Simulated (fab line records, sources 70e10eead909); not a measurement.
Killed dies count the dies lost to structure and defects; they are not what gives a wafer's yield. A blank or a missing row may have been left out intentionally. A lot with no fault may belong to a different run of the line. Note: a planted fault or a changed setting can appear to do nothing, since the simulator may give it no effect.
What tool caused it? + flow nand-harc + 36 wafers from 12 lots sampled at 5 of the route's 1159 steps

== WHAT THE GAUGES SHOWED, per wafer ==
NHARC_THIN_TSV_THK_MEAS_02: measures by ir.
| lot  | measured     | on            | thk-nm (nm)    |
|------|--------------|---------------|----------------|
| L784 | day 18 20:30 | film-metro-02 | 3077 3222 3098 |
| L787 | day 18 21:41 | film-metro-01 | 2579 2894 2981 |
| L786 | day 18 22:52 | film-metro-02 | 3153 3374 3355 |
| L783 | day 19 00:06 | film-metro-02 | 2947 2835 2926 |
| L788 | day 19 01:18 | film-metro-01 | 2943 2988 2846 |
| L790 | day 19 22:01 | film-metro-02 | 2838 2929 2767 |
| L791 | day 20 21:46 | film-metro-02 | 2902 2861 3117 |
| L800 | day 22 22:59 | film-metro-02 | 2856 2976 3179 |
| L801 | day 23 05:17 | film-metro-01 | 2925 3297 2851 |
| L802 | day 23 04:07 | film-metro-01 | 3194 3068 3186 |
| L804 | day 24 04:29 | film-metro-01 | 2742 2671 2842 |
| L806 | day 24 21:28 | film-metro-01 | 3087 2962 3138 |

NHARC_END_SORT_01.
| lot  | measured     | on        | defect-limited-yield (%) | killed-at-array | killed-at-other | killed-at-periphery | killed-dies | killed-open | killed-short | sort_bin_2_pct (%) | sort_bin_3_pct (%) | sort_bin_4_pct (%) | sort-n-pass | sort-rim-yield-pct (%) | sort-yield-pct (%) |
|------|--------------|-----------|--------------------------|-----------------|-----------------|---------------------|-------------|-------------|--------------|--------------------|--------------------|--------------------|-------------|------------------------|--------------------|
| L784 | day 19 19:05 | prober-02 | 96.3 95.6 96.3           | 23 27 24        | 0 1 0           | 2 2 1               | 25 30 25    | 4 5 2       | 2 2 3        | 0.7 1.0 1.5        | 0 0.15 0.30        | 3.0 3.2 1.9        | 652 647 652 | 97.2 96.2 92.5         | 96.3 95.6 96.3     |
| L787 | day 19 19:56 | prober-01 | 96.0 93.8 95.1           | 25 40 32        | 1 1 0           | 1 1 1               | 27 42 33    | 1 3 2       | 0 1 1        | 1.6 1.6 1.3        | 0 0.30 0.59        | 2.4 4.3 3.0        | 650 635 644 | 98.1 96.2 91.5         | 96.0 93.8 95.1     |
| L786 | day 20 03:46 | prober-02 | 94.5 96.9 95.6           | 31 18 26        | 0 0 0           | 6 3 4               | 37 21 30    | 7 2 5       | 4 1 2        | 2.4 1.3 1.3        | 0.15 0.15 0.30     | 3.0 1.6 2.8        | 640 656 647 | 96.2 99.1 97.2         | 94.5 96.9 95.6     |
| L783 | day 20 10:50 | prober-01 | 98.2 97.2 97.2           | 10 11 14        | 0 0 1           | 2 8 4               | 12 19 19    | 1 4 5       | 0 5 1        | 0.3 0.9 0.4        | 0.15 0.15 0        | 1.3 1.8 2.4        | 665 658 658 | 99.1 98.1 97.2         | 98.2 97.2 97.2     |
| L788 | day 20 04:32 | prober-01 | 96.3 96.6 96.0           | 22 21 19        | 0 0 2           | 3 2 6               | 25 23 27    | 2 4 6       | 0 2 3        | 1.3 0.4 0.9        | 0 0.15 0.15        | 2.4 2.8 3.0        | 652 654 650 | 98.1 97.2 100.0        | 96.3 96.6 96.0     |
| L790 | day 21 04:25 | prober-01 | 86.4 84.8 83.9           | 88 101 104      | 0 0 0           | 4 2 5               | 92 103 109  | 5 3 3       | 1 1 2        | 6.4 4.6 5.2        | 1.18 2.95 3.10     | 6.1 7.7 7.8        | 585 574 568 | 95.3 95.3 94.3         | 86.4 84.8 83.9     |
| L791 | day 22 06:06 | prober-02 | 84.2 85.2 87.7           | 103 94 80       | 0 0 0           | 4 6 3               | 107 100 83  | 3 3 3       | 1 3 1        | 7.4 5.9 4.6        | 2.51 2.66 2.22     | 5.9 6.2 5.5        | 570 577 594 | 98.1 91.5 98.1         | 84.2 85.2 87.7     |
| L800 | day 23 15:24 | prober-02 | 94.7 96.2 94.2           | 32 25 36        | 0 0 1           | 4 1 2               | 36 26 39    | 5 3 4       | 3 2 1        | 1.9 1.3 2.5        | 0.15 0.30 0.30     | 3.2 2.2 3.0        | 641 651 638 | 95.3 95.3 94.3         | 94.7 96.2 94.2     |
| L801 | day 23 21:23 | prober-01 | 96.5 96.0 96.9           | 24 21 17        | 0 1 0           | 0 5 4               | 24 27 21    | 4 11 6      | 2 0 1        | 0.6 0.9 0.9        | 0.30 0 0.15        | 2.7 3.1 2.1        | 653 650 656 | 97.2 98.1 96.2         | 96.5 96.0 96.9     |
| L802 | day 23 23:07 | prober-02 | 92.5 93.1 91.4           | 48 46 51        | 1 0 2           | 2 1 5               | 51 47 58    | 5 4 8       | 3 4 0        | 2.5 2.4 2.8        | 0.59 0.30 0.59     | 4.4 4.3 5.2        | 626 630 619 | 89.6 88.7 89.6         | 92.5 93.1 91.4     |
| L804 | day 24 23:00 | prober-01 | 95.3 94.4 95.1           | 30 36 33        | 0 0 0           | 2 2 0               | 32 38 33    | 3 2 0       | 0 5 1        | 1.2 1.3 1.2        | 0.89 0.44 0.30     | 2.7 3.8 3.4        | 645 639 644 | 92.5 92.5 91.5         | 95.3 94.4 95.1     |
| L806 | day 25 15:06 | prober-02 | 95.9 95.0 95.7           | 23 27 21        | 2 0 1           | 3 7 7               | 28 34 29    | 1 5 6       | 1 2 1        | 0.6 1.3 1.6        | 0.30 0.15 0        | 3.2 3.5 2.7        | 649 643 648 | 96.2 93.4 98.1         | 95.9 95.0 95.7     |

== TOOL THAT RAN EACH LOT (tool first, then ch and the chambers of the sampled wafers, then the start) ==
| lot  | NHARC_A_BONDPAD_DEP_00          | NHARC_A_BONDPAD_ETCH_24                       | NHARC_THIN_TSV_GRIND_00       |
|------|---------------------------------|-----------------------------------------------|-------------------------------|
| L784 | pecvd-01 ch 1,2, day 18 00:32   | rie-diel-08 ch 0,3, day 18 02:40              | grinder-01 ch 0, day 18 19:01 |
| L787 | pecvd-01 ch 0,2, day 18 05:00   | rie-diel-08 ch 0,1,3, day 18 20:24 or earlier | grinder-01 ch 0, day 18 20:24 |
| L786 | pecvd-02 ch 0,2, day 18 06:38   | rie-diel-06 ch 0,1, day 18 21:35 or earlier   | grinder-01 ch 0, day 18 21:35 |
| L783 | pecvd-01 ch 1,2, day 18 07:30   | rie-diel-06 ch 0,1,2, day 18 22:35 or earlier | grinder-01 ch 0, day 18 22:35 |
| L788 | pecvd-02 ch 0,1, day 18 09:52   | rie-diel-10 ch 1,3, day 19 00:12 or earlier   | grinder-01 ch 0, day 19 00:12 |
| L790 | pecvd-01 ch 0,2, day 19 05:25   | rie-diel-06 ch 0,3, day 19 20:31 or earlier   | grinder-01 ch 0, day 19 20:31 |
| L791 | pecvd-01 ch 0,1,2, day 19 21:40 | rie-diel-08 ch 1,3, day 20 20:07 or earlier   | grinder-01 ch 0, day 20 20:07 |
| L800 | pecvd-02 ch 0,2, day 22 07:16   | rie-diel-06 ch 0,1,2, day 22 21:43 or earlier | grinder-01 ch 0, day 22 21:43 |
| L801 | pecvd-01 ch 0,2, day 22 12:13   | rie-diel-08 ch 0,2,3, day 23 04:13 or earlier | grinder-01 ch 0, day 23 04:13 |
| L802 | pecvd-01 ch 0,1, day 22 12:41   | rie-diel-08 ch 0,3, day 23 02:49 or earlier   | grinder-01 ch 0, day 23 02:49 |
| L804 | pecvd-02 ch 0,1, day 23 12:31   | rie-diel-06 ch 1,2, day 24 03:23 or earlier   | grinder-01 ch 0, day 24 03:23 |
| L806 | pecvd-01 ch 0,1, day 24 06:04   | rie-diel-06 ch 0,3, day 24 20:22 or earlier   | grinder-01 ch 0, day 24 20:22 |
- NHARC_A_BONDPAD_DEP_00: deposits SiCN, target thk 250 nm.
- NHARC_A_BONDPAD_ETCH_24: etches the open film in CF4/N2, target depth 30 nm, time 72.99 s.
- NHARC_THIN_TSV_GRIND_00

== AS READ BY THE TOOLS THEMSELVES (means over the sampled wafers that have a number; for cases with no such wafer, the mark the record gives instead) ==
NHARC_A_BONDPAD_DEP_00.
| lot  | tool     | heater-power-w (W) |
|------|----------|--------------------|
| L784 | pecvd-01 | 682                |
| L787 | pecvd-01 | 603                |
| L786 | pecvd-02 | 547                |
| L783 | pecvd-01 | 672                |
| L788 | pecvd-02 | 511                |
| L790 | pecvd-01 | 560                |
| L791 | pecvd-01 | 585                |
| L800 | pecvd-02 | 548                |
| L801 | pecvd-01 | 574                |
| L802 | pecvd-01 | 497                |
| L804 | pecvd-02 | 495                |
| L806 | pecvd-01 | 496                |

NHARC_A_BONDPAD_ETCH_24.
| lot  | tool        | chamber-pressure-mTorr (mTorr) | drypump-motor-current-A (A) | mfc-ar-sccm (sccm) | oes-product-au (a.u.) | rf-vpp-V (V) | showerhead-plenum-p-Torr (Torr) | throttle-valve-pct (%) |
|------|-------------|--------------------------------|-----------------------------|--------------------|-----------------------|--------------|---------------------------------|------------------------|
| L784 | rie-diel-08 | 30.02                          | 5.6                         | 149.8              | 1.009                 | 314.2        | 2.60                            | 19.797                 |
| L787 | rie-diel-08 | 30.01                          | 6.0                         | 150.1              | 1.008                 | 315.1        | 2.65                            | 19.799                 |
| L786 | rie-diel-06 | 29.98                          | 6.0                         | 149.6              | 1.002                 | 314.0        | 2.60                            | 19.790                 |
| L783 | rie-diel-06 | 30.02                          | 5.9                         | 149.8              | 1.004                 | 313.9        | 2.64                            | 19.792                 |
| L788 | rie-diel-10 | 30.00                          | 5.5                         | 150.5              | 0.997                 | 312.7        | 2.59                            | 19.795                 |
| L790 | rie-diel-06 | 29.99                          | 5.7                         | 149.8              | 1.007                 | 313.5        | 2.56                            | 19.798                 |
| L791 | rie-diel-08 | 29.96                          | 6.2                         | 149.5              | 1.014                 | 314.6        | 2.70                            | 19.793                 |
| L800 | rie-diel-06 | 29.99                          | 5.9                         | 150.2              | 0.998                 | 314.6        | 2.64                            | 19.797                 |
| L801 | rie-diel-08 | 29.98                          | 5.7                         | 149.9              | 0.998                 | 312.5        | 2.54                            | 19.793                 |
| L802 | rie-diel-08 | 30.01                          | 5.6                         | 150.1              | 0.983                 | 313.4        | 2.60                            | 19.794                 |
| L804 | rie-diel-06 | 29.98                          | 6.0                         | 149.7              | 1.007                 | 315.0        | 2.65                            | 19.798                 |
| L806 | rie-diel-06 | 29.97                          | 5.7                         | 150.3              | 1.013                 | 312.5        | 2.56                            | 19.796                 |

NHARC_THIN_TSV_GRIND_00.
| lot  | tool       | motor-current-A (A) |
|------|------------|---------------------|
| L784 | grinder-01 | 12.007              |
| L787 | grinder-01 | 11.993              |
| L786 | grinder-01 | 12.009              |
| L783 | grinder-01 | 11.992              |
| L788 | grinder-01 | 12.003              |
| L790 | grinder-01 | 11.991              |
| L791 | grinder-01 | 12.014              |
| L800 | grinder-01 | 12.006              |
| L801 | grinder-01 | 12.026              |
| L802 | grinder-01 | 11.996              |
| L804 | grinder-01 | 12.018              |
| L806 | grinder-01 | 12.011              |

== THE ANSWER, worked out from the rows above alone ==
Rule: what is usual is taken from the lots themselves. Put in order of their means at a reading, lots are off if they are a third of the lots or fewer, leave a main group of 4 or more, and stand apart from it by a gap of 3 or more times the standard deviation of the main group's means; of several such gaps the widest counts. A main group is skipped when, at the precision printed for the reading in the tables above, its means are all equal. A lot without any number at a reading at which 4 lots or more have one is off too. All remaining lots with rows at the step are treated as sound. Order of review: gauges by route order, followed by the tools' own readings, for which a lot's mean as printed above is used. At the first step where some lot is off, the reading lying furthest off is the one used; lots without a number count as furthest.
Off, at NHARC_END_SORT_01 on sort_bin_3_pct: L790, L791. For the main group the mean is 0.24 % and the standard deviation 0.15.
If a tool, at a process step before that reading, ran all the lots that are off and no sound lot after the first of them, it fits. The gauges at NHARC_END_SORT_01 are tried like those tools. Because NHARC_A_BONDPAD_ETCH_24 lacks a start for some lots, the hours and order of its lots are taken from NHARC_THIN_TSV_GRIND_00. Not one of the candidates tried fits.

== WHAT WAS PUT IN BY THE SIMULATOR ==
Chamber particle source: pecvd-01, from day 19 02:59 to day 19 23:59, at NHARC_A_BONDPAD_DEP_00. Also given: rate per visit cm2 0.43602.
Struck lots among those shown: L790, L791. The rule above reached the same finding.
